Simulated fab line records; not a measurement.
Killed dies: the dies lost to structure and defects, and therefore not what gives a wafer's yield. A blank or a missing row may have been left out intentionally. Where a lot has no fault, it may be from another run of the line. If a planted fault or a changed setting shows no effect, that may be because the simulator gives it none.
Comparing a struck lot with a sound one :: flow n5_finfet :: 37 steps out of a route of 1938
Sound: these wafers, L617.3, L617.4, L617.6. Wafers L612.1, L612.2, L612.6 were the ones struck. The cause is named last.
For every step that has rows: the tool of each side, followed by ch and its chambers, followed by its first start. Under that, the readings that differ: sound wafers :: struck wafers :: difference of the means :: sigmas: that difference in standard deviations of wafers without a fault.
alike: words and numbers the same on both sides, and readings whose means are apart by under 2 such deviations; not compared: readings that were withheld, readings missing a value for some wafer, numbers with overlapping values and no deviation given by the record, and bounds like >300 which may hide the same value.
A row with sigmas, a row that says differs or no value, or rows on one side alone: a step with any of these is where the two part. When numbers do not overlap yet have no deviation, they are printed without sigmas and do not part them. Lack of a reading on every wafer of one side parts them only where that side has two or more wafers.

first, 9 steps without rows for these wafers: N5_BEOL_M4_ANNEAL_95 (time 240 s); N5_BEOL_M4_SPUTTER_96 (material Cu, target thk 4.5 nm, time 8.29 s); N5_BEOL_M4_ECD_50 (material Cu, target thk 300 nm); N5_BEOL_M4_ANNEAL_51 (time 90 s); N5_BEOL_M4_CMP_52 (polishes, stops on SiOC, t overpolish 6.8 s, target thk 40 nm); N5_BEOL_M4_PRE_CLEAN_60 (time 15 s); N5_BEOL_M4_CO_CAP_55 (material Co, precursor CCTBA/H2, target thk 2 nm, time 102.1 s); N5_BEOL_M4_PRE_CLEAN_56 (time 15 s); N5_BEOL_M4_DEP_57 (deposits SiCN from 3MS/NH3, target thk 8 nm, time 14 s).
N5_BEOL_M4_RC_MEAS_101:
  sound on prober-02 ch 0, day 12 18:28; struck on prober-02 ch 0, day 11 14:33
  alike: DIBL_N, DIBL_P, IOFF_N, IOFF_P, ION_N, ION_P, SS_N, SS_P, VT_N, VT_P
then, 24 steps without rows for these wafers: N5_BEOL_M5_ILD_DEP_00 (deposits SiCOH lowk from DEMS/porogen, target thk 140.64 nm, time 25.9 s); N5_BEOL_M5_CURE_79 (cures SiCOH lowk, time 240 s); N5_BEOL_M5_PECVD_70 (deposits SiO2 from TEOS/O2, target thk 16 nm, time 18 s); N5_BEOL_M5_HM_DEP_02 (deposits TiN, target thk 20 nm); N5_BEOL_M5_COAT_59 (time 60 s, resist thk 60 nm); N5_BEOL_M5_COAT_60 (time 60 s, resist thk 12 nm); N5_BEOL_M5_COAT_71 (time 60 s, resist thk 5 nm); N5_BEOL_M5_COAT_05 (resist thk 30 nm); N5_BEOL_M5_EBR_07; N5_BEOL_M5_SOFTBAKE_06 (time 60 s); N5_BEOL_M5_EXPOSE_08 (exposes mask M5, target cd 28 nm); N5_BEOL_M5_PEB_09 (peb time 60 s); N5_BEOL_M5_DEVELOP_10 (develop time 30 s); N5_BEOL_M5_DESCUM_16 (chemistry O2, time 7 s); N5_BEOL_M5_ETCH_72 (etches underlayer in N2/H2, target depth 6.5 nm, time 5.2 s); N5_BEOL_M5_ETCH_61 (etches SiARC in CF4, target depth 15.6 nm, time 26 s); N5_BEOL_M5_ETCH_62 (etches SOC in N2/H2, target depth 75 nm, overetch 15 nm, time 112.5 s); N5_BEOL_M5_STRIP_63 (strips in N2/H2); N5_BEOL_M5_STRIP_73 (strips in N2/H2); N5_BEOL_M5_STRIP_64 (strips in CF4); N5_BEOL_M5_HM_OPEN_17 (chemistry Cl2/BCl3, target TiN, target depth 20 nm, overetch 6 nm); N5_BEOL_M5_STRIP_19 (strips in O2); N5_BEOL_M5_COAT_65 (time 60 s, resist thk 60 nm); N5_BEOL_M5_COAT_66 (time 60 s, resist thk 12 nm).
N5_BEOL_M7_ETCH_65: etches SiARC in CF4, target depth 15.6 nm, time 26 s.
  sound on rie_diel-04 ch 0,3, day 13 20:32; struck on rie_diel-01 ch 0,1, day 12 19:08
  no value came back on the struck wafers for any of 9 readings (bias_w (W), cf4_flow_sccm (sccm) and others); on the sound wafers bias_w (W) reads 36.10 36.10 35.97
reading: model.CAR-EUV_of_BEOL_M7_COAT_22.thk_nm (nm)
sound: 11 11 11
struck: 20.2 20.2 20.2
difference: +9.2
sigmas: 
  not compared: rf_hours_counter_h
N5_BEOL_M7_ETCH_66: etches SOC in N2/H2, target depth 80 nm, overetch 16 nm, time 120 s.
  sound on rie_diel-04 ch 0,3, day 13 20:33; struck on rie_diel-01 ch 0,1, day 12 19:09
reading: drypump_motor_current_A (A)
sound: 5.7 5.1 5.1
struck: 6.1 6.3 6.3
difference: +0.9
sigmas: +2

reading: oes_product_au (a.u.)
sound: 0.65 0.56 0.55
struck: 0.27 0.30 0.30
difference: -0.30
sigmas: -6
  alike: bias_w, chamber_pressure_mTorr, rf_vpp_V, showerhead_plenum_p_Torr, temp_c, throttle_valve_pct
  not compared: rf_hours_counter_h
-- here the record skips 3 days between the struck wafers' starts before and after, leaving off in module BEOL_M7 and picking up in module PASSIVATION (first step shown: number 1936 of the route) --
N5_PASSIVATION_PROBE_49:
  sound on prober-02, day 17 14:05; struck on prober-01, day 16 04:17
reading: defect_limited_yield (%)
sound: 91.7 92.4 92.0
struck: 0 0 0
difference: -92
sigmas: -61

reading: killed_at_M4_up
sound: 16 22 11
struck: 1123 1095 1108
difference: +1092
sigmas: +99 or more

reading: killed_dies
sound: 98 90 94
struck: 1180 1180 1180
difference: +1086
sigmas: +60

reading: killed_on_rim
sound: 6 9 9
struck: 152 152 152
difference: +144
sigmas: +36

reading: sort_bin_4_leakage (%)
sound: 0.25 0 0
struck: 0 0 0
difference: +0
sigmas: -4

reading: sort_bin_5_function (%)
sound: 5.2 4.2 4.2
struck: 98.1 96.6 96.8
difference: +92.6
sigmas: +95

reading: sort_n_pass
sound: 1079 1090 1086
struck: 0 0 0
difference: -1085
sigmas: -64

reading: sort_yield_pct (%)
sound: 91.4 92.4 92.0
struck: 0 0 0
difference: -92
sigmas: -61
  alike: killed_at_M0_to_M3, killed_at_contacts, killed_at_front_end, killed_at_other, killed_open, killed_short, sort_bin_6_memory

== WHERE THEY PART ==
Last at N5_PASSIVATION_PROBE_49 as far as this record goes, first at N5_BEOL_M7_ETCH_65.

WHY: whatever the simulator had introduced
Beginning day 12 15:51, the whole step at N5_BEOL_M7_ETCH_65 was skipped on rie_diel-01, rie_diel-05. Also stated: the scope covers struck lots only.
